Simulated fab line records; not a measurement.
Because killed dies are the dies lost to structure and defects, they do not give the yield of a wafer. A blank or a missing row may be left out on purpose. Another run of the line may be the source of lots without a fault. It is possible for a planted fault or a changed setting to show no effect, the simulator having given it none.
Matching of chambers ; flow n5_finfet ; rie_diel-02 running N5_BEOL_M10_STRIP_67: 4 sister chambers
The step strips in CF4. 18 wafers are shown with their chamber, then 9 later ones without.

WAFERS WITH THEIR CHAMBER
wafer;chamber;drypump_motor_current_A (A);oes_product_au (a.u.);throttle_valve_pct (%)
L076.1;3;6.6;0.69;13.33
L076.4;1;5.9;0.90;13.11
L076.6;0;6.1;0.68;13.52
L075.2;1;5.9;0.90;13.11
L075.5;3;6.6;0.69;13.34
L075.6;0;6.1;0.67;13.52
L079.1;1;5.9;0.89;13.13
L079.4;0;6.1;0.67;13.55
L079.6;3;6.5;0.69;13.37
L088.1;3;6.6;0.68;13.40
L088.2;1;5.9;0.85;13.16
L088.3;2;5.6;0.90;13.41
L085.4;1;5.9;0.86;13.16
L085.5;2;5.6;0.89;13.41
L085.6;3;6.5;0.67;13.41
L087.1;0;6.1;0.97;12.99
L087.2;1;5.9;0.86;13.17
L087.3;2;5.6;0.89;13.40

SIGNATURES (means of the wafers above)
reading;chamber 0;chamber 1;chamber 2;chamber 3;scatter within a chamber
drypump_motor_current_A;6.100;5.900;5.600;6.560;0.0293
oes_product_au;0.7475;0.8767;0.8933;0.6840;0.0702
throttle_valve_pct;13.3950;13.1400;13.4067;13.3700;0.128
Rule: for each reading, subtract the chamber's mean from the wafer's reading, divide by that reading's scatter and square the result; add these up over the readings and take the root, which gives the wafer's distance from the chamber. If the next closest chamber is less than 2 further off than the closest, the wafer can't be placed; otherwise it belongs to the closest. The scatter: take each reading less its chamber's mean, square it, sum over the shown wafers, divide by the number of wafers less the number of chambers, and take the root.

WAFERS WHOSE CHAMBER IS MISSING
wafer;drypump_motor_current_A (A);oes_product_au (a.u.);throttle_valve_pct (%)
L090.2;5.9;0.84;13.22
L090.3;5.6;0.86;13.44
L090.5;6.6;0.97;12.87
L094.1;5.6;0.85;13.45
L094.2;6.1;0.89;13.05
L094.3;6.6;0.94;12.87
L095.3;5.9;0.83;13.23
L095.5;6.1;0.89;13.06
L095.6;6.6;0.94;12.90

WHICH CHAMBER EACH WENT THROUGH
wafer;from the rows above;in truth
L090.2;1;1
L090.3;2;2
L090.5;3;3
L094.1;2;2
L094.2;0;0
L094.3;3;3
L095.3;1;1
L095.5;0;0
L095.6;3;3
Correct placement for 9 of the 9. Number that these rows cannot place: 0. 0 placed wrongly.
